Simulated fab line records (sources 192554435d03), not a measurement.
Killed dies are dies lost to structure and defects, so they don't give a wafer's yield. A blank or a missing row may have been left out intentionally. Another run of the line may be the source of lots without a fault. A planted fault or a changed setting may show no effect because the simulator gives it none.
The tool behind it: which one? | flow n5-finfet | 12 lots, 36 wafers sampled, at 5 steps of a route of 1938

WHAT THE GAUGES READ, wafer by wafer
N5_BEOL_M1_CD_MEAS_35: target cd 18 nm, target cd y 21 nm.
lot  | measured     | on        | cd-nm (nm)
L076 | day 6 23:08  | cd-sem-03 | 17.8 18.7 18.5
L074 | day 7 12:02  | cd-sem-03 | 17.9 18.3 18.3
L079 | day 7 14:49  | cd-sem-02 | 18.7 18.4 18.6
L081 | day 7 21:04  | cd-sem-03 | 17.7 18.2 17.9
L083 | day 8 17:38  | cd-sem-02 | 18.4 18.0 18.2
L085 | day 9 06:30  | cd-sem-03 | 17.7 18.2 17.4
L087 | day 9 22:32  | cd-sem-01 | 18.6 17.8 18.0
L089 | day 10 01:59 | cd-sem-02 | 17.3 18.1 17.7
L091 | day 10 10:46 | cd-sem-01 | 18.1 18.3 17.8
L093 | day 11 01:23 | cd-sem-02 | 18.0 17.8 18.2
L095 | day 11 18:40 | cd-sem-01 | 18.5 18.2 18.7
L097 | day 11 22:54 | cd-sem-03 | 17.9 18.1 17.9

WHICH TOOL RAN EACH LOT (tool, then ch and the chambers of the sampled wafers, then the start)
lot  | N5_BEOL_M0_SAQP_ETCH_49            | N5_BEOL_M0_STRIP_142               | N5_BEOL_M0_ETCH_109                | N5_BEOL_M0_DEGAS_112
L076 | rie-diel-04 ch 0,3, day 6 06:03    | rie-diel-05 ch 1,2,3, day 6 07:55  | rie-diel-05 ch 0,1, day 6 08:07    | pvd-sputter-03, day 6 08:54
L074 | rie-diel-02 ch 0,1,3, day 6 17:53  | rie-diel-05 ch 2,3, day 7 00:40    | rie-diel-06 ch 0,1,3, day 7 00:58  | pvd-sputter-01, day 7 01:43
L079 | rie-diel-04 ch 1,2, day 6 21:20    | rie-diel-03 ch 0,2, day 7 00:55    | rie-diel-03 ch 0,2,3, day 7 01:18  | pvd-sputter-01, day 7 01:47
L081 | rie-diel-02 ch 1,2, day 7 09:51    | rie-diel-06 ch 1,2,3, day 7 11:42  | rie-diel-03 ch 1,3, day 7 11:53    | pvd-sputter-02, day 7 12:21
L083 | rie-diel-04 ch 1,2,3, day 8 07:28  | rie-diel-06 ch 1,3, day 8 09:15    | rie-diel-05 ch 0,1,3, day 8 09:36  | pvd-sputter-03, day 8 09:50
L085 | rie-diel-01 ch 1,2, day 8 17:41    | rie-diel-03 ch 1,2,3, day 8 22:47  | rie-diel-05 ch 0,1,2, day 8 22:59  | pvd-sputter-03, day 8 23:29
L087 | rie-diel-02 ch 0,1, day 9 05:31    | rie-diel-03 ch 0,3, day 9 07:59    | rie-diel-03 ch 0,2,3, day 9 08:10  | pvd-sputter-02, day 9 09:47
L089 | rie-diel-04 ch 2,3, day 9 12:34    | rie-diel-05 ch 0,1, day 9 17:38    | rie-diel-06 ch 0,1,2, day 9 17:50  | pvd-sputter-01, day 9 18:17
L091 | rie-diel-02 ch 0,1, day 9 23:28    | rie-diel-06 ch 1,2,3, day 10 02:17 | rie-diel-05 ch 0,1,3, day 10 02:31 | pvd-sputter-02, day 10 04:20
L093 | rie-diel-01 ch 0,3, day 10 10:04   | rie-diel-05 ch 0,1,3, day 10 14:35 | rie-diel-05 ch 0,1,3, day 10 15:39 | pvd-sputter-01, day 10 17:44
L095 | rie-diel-01 ch 1,2,3, day 11 04:08 | rie-diel-03 ch 2,3, day 11 07:42   | rie-diel-06 ch 0,2,3, day 11 07:56 | pvd-sputter-01, day 11 08:07
L097 | rie-diel-01 ch 0,2,3, day 11 11:18 | rie-diel-06 ch 0,2, day 11 13:49   | rie-diel-03 ch 1,3, day 11 14:01   | pvd-sputter-03, day 11 14:16
- N5_BEOL_M0_SAQP_ETCH_49: etches SiO2 in CF4/O2, target depth 37 nm.
- N5_BEOL_M0_STRIP_142: strips in N2/H2, time 10 s.
- N5_BEOL_M0_ETCH_109: etches SiCN in CH3F/O2, target depth 8 nm, overetch 2.4 nm, time 27.4 s.
- N5_BEOL_M0_DEGAS_112: time 60 s.

THE ANSWER, worked out from the rows above alone
Rule: what is usual is taken from the lots themselves. The widest of any qualifying gaps counts: lots, ordered by their means at a reading, are off when they make up no more than a third of the lots, leave a main group of 4 or more, and stand apart from it by 3 or more times the standard deviation of that group's means. A main group is skipped when, at the precision printed for the reading in the tables above, its means are all equal. A lot without any number at a reading at which 4 lots or more have one is off too. Where the step has rows for the other lots, those lots are counted as sound.
Across all readings shown, no lot is off: no conclusion can be drawn from this.

WHAT HAD BEEN PUT IN BY THE SIMULATOR
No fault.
